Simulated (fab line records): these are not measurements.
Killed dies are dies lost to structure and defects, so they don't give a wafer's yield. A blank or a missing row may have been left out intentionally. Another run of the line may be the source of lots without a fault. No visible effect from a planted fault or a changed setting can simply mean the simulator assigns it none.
Matching of chambers + flow n5-finfet + rie-diel-06 running N5_MOL_CONTACT_COAG_ETCH_15: 4 sister chambers
The step etches SiNx in CH3F/O2, stops on Si:P, target depth 7 nm. 8 wafers are shown with their chamber, then 9 later ones without.

WAFERS PAIRED WITH THEIR CHAMBERS
| wafer  | chamber | showerhead-plenum-p-Torr (Torr) | drypump-motor-current-A (A) |
|--------|---------|---------------------------------|-----------------------------|
| L076.4 | 0       | 2.10                            | 5.2                         |
| L084.2 | 0       | 2.10                            | 5.2                         |
| L089.1 | 2       | 2.09                            | 4.9                         |
| L089.3 | 1       | 2.07                            | 5.6                         |
| L089.5 | 2       | 2.09                            | 4.9                         |
| L093.1 | 1       | 2.06                            | 5.6                         |
| L093.3 | 3       | 1.96                            | 5.7                         |
| L093.5 | 3       | 1.96                            | 5.6                         |

WAFERS WITHOUT THEIR CHAMBER
| wafer  | showerhead-plenum-p-Torr (Torr) | drypump-motor-current-A (A) |
|--------|---------------------------------|-----------------------------|
| L094.1 | 1.96                            | 5.6                         |
| L094.2 | 2.09                            | 5.2                         |
| L094.5 | 2.09                            | 4.9                         |
| L096.1 | 2.08                            | 5.0                         |
| L096.3 | 2.06                            | 5.6                         |
| L096.5 | 1.96                            | 5.6                         |
| L097.2 | 2.09                            | 5.1                         |
| L097.3 | 1.96                            | 5.6                         |
| L097.4 | 2.08                            | 5.0                         |

EACH ONE'S CHAMBER
| wafer  | from the rows above     | in truth |
|--------|-------------------------|----------|
| L094.1 | 3                       | 3        |
| L094.2 | 0                       | 0        |
| L094.5 | 2                       | 2        |
| L096.1 | 2                       | 2        |
| L096.3 | 1                       | 1        |
| L096.5 | 3                       | 3        |
| L097.2 | can't be placed: 0 or 2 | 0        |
| L097.3 | 3                       | 3        |
| L097.4 | 2                       | 2        |
Correct placement for 8 of the 9. Can't be placed from these rows: 1 (the true chamber is among the candidates in 1). 0 placed wrongly.
How it was worked out, from the rows above alone: a wafer's distance from a chamber is the root of the sum, over the readings, of the square of ((its reading less the chamber's mean) divided by the reading's scatter). The wafer belongs to the nearest chamber; if the next one is less than 2 further off, it can't be placed. Each chamber's mean is taken over the wafers shown for it. The scatter: the root of (the sum of the squares of (reading less its chamber's mean) over the shown wafers, divided by (wafers less chambers)).
